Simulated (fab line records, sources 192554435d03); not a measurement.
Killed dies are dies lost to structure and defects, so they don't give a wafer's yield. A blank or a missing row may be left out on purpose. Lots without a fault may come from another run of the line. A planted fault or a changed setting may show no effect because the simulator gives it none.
Split-lot experiment | flow n5_finfet | 7 lots, 21 wafers read, on a route of 1938 steps

THE SPLIT
At N5_PMOS_HMC_CHANNEL_EPI_PEB_07 (peb time 60 s), the setting peb_time_s was moved away from the recipe's 60 s on 5 of the 21 wafers read, by -7.0% to +21.8%. The other wafers ran this setting at the recipe's value.

FROM THE SPLIT TO THE READING: what the file shows between them, 1 step
- N5_PMOS_HMC_CHANNEL_EPI_DEVELOP_08: develop time 30 s

THE READING
cd_nm, in nm, at N5_PMOS_HMC_CHANNEL_EPI_CD_MEAS_09 (target cd 237.4 nm). Fault-free wafers of this fab line usually give 238.1 nm, standard deviation 1.5 nm.

wafer  | tool, chamber at the split | peb_time_s as run, s | against the recipe | cd_nm, nm | against lot-mates on the recipe
L083.1 | litho_track-05, 0          | 64.78                | +8.0%              | 240.3     | +1.2
L083.3 | litho_track-05, 0          | 60                   | recipe             | 239.1     | -
L083.4 | litho_track-05, 0          | 60                   | recipe             | 239.1     | -
L085.2 | litho_track-04, 0          | 55.82                | -7.0%              | 232.4     | -4.2
L085.3 | litho_track-04, 0          | 55.82                | -7.0%              | 233.0     | -3.6
L085.6 | litho_track-04, 0          | 60                   | recipe             | 236.6     | -
L089.4 | litho_track-04, 0          | 60                   | recipe             | 237.6     | -
L089.5 | litho_track-04, 0          | 60                   | recipe             | 236.1     | -
L089.6 | litho_track-04, 0          | 60                   | recipe             | 239.9     | -
L090.1 | litho_track-05, 0          | 56.11                | -6.5%              | 237.8     | -1.3
L090.2 | litho_track-05, 0          | 60                   | recipe             | 239.6     | -
L090.5 | litho_track-05, 0          | 60                   | recipe             | 238.6     | -
L092.1 | litho_track-02, 0          | 60                   | recipe             | 237.9     | -
L092.2 | litho_track-02, 0          | 60                   | recipe             | 239.4     | -
L092.5 | litho_track-02, 0          | 60                   | recipe             | 238.6     | -
L094.1 | litho_track-02, 0          | 60                   | recipe             | 237.8     | -
L094.4 | litho_track-02, 0          | 60                   | recipe             | 237.8     | -
L094.5 | litho_track-02, 0          | 60                   | recipe             | 238.6     | -
L095.2 | litho_track-05, 0          | 60                   | recipe             | 240.6     | -
L095.4 | litho_track-05, 0          | 73.08                | +21.8%             | 248.0     | +8.2
L095.6 | litho_track-05, 0          | 60                   | recipe             | 239.0     | -

THE FIT
A straight line over all 21 wafers: cd_nm changes by +0.456 nm for each +1% of peb_time_s; r = +0.88; the points scatter about the line by 1.5 nm.
The same after taking each lot's own level away (the mean of its wafers on the recipe; 21 wafers): +0.373 nm for each +1%; r = +0.92; scatter 0.98 nm.
On that fit, the largest move of peb_time_s shifts the reading by 8.1 nm.
The lots' own levels span 236.60 to 239.80 nm, that is 2.1 times the standard deviation above.
So the lot-to-lot level changes the slope: the two fits differ.
Check: with one of the wafers moved furthest among these (+21.8%) left out of the fit, the line predicts +7.36 nm for it against its lot-mates. It came out at +8.2 nm against them.

OTHER SPLITS ON THESE WAFERS
These wafers also went through other splits before the reading. Each is held against what the fit with the lots' levels taken away leaves over:
other split on the same wafers | wafers away from the commonest value | r with cd_nm (lot level and that fit taken away)
N5_ZERO_LAYER_ETCH_18 icp_w    | 7                                    | -0.46
N5_WELL_APT_PEB_06 peb_temp_c  | 7                                    | +0.15

THE WHOLE CHAIN: every reading that the file lists as answering this split, in the file's order
step                               | what it does                                                           | reading                                                                     | change (the file's fit)               | r (the file's)
N5_PMOS_HMC_CHANNEL_EPI_CD_MEAS_09 | target cd 237.4 nm                                                     | cd_nm                                                                       | +0.355 nm for each +1% of the setting | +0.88
N5_PMOS_HMC_CHANNEL_EPI_DESCUM_14  | chemistry O2, time 7.9 s                                               | PMOS_HMC_CHANNEL_EPI.cd_nm (the simulator's own value, which no gauge read) | +0.372 nm for each +1% of the setting | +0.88
N5_PMOS_HMC_CHANNEL_EPI_ETCH_32    | etches BARC in N2/H2, stops on SiO2, target depth 85.8 nm, time 50.3 s | PMOS_HMC_CHANNEL_EPI.cd_nm (the simulator's own value, which no gauge read) | +0.313 nm for each +1% of the setting | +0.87
N5_PMOS_HMC_CHANNEL_EPI_ETCH_38    | etches SiO2 in CF4, target depth 1.5 nm                                | PMOS_HMC_CHANNEL_EPI.cd_nm (the simulator's own value, which no gauge read) | +0.315 nm for each +1% of the setting | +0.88

THE FILE'S OWN FIT
cd_nm changes by +0.355 nm for each +1% of peb_time_s, r = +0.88.
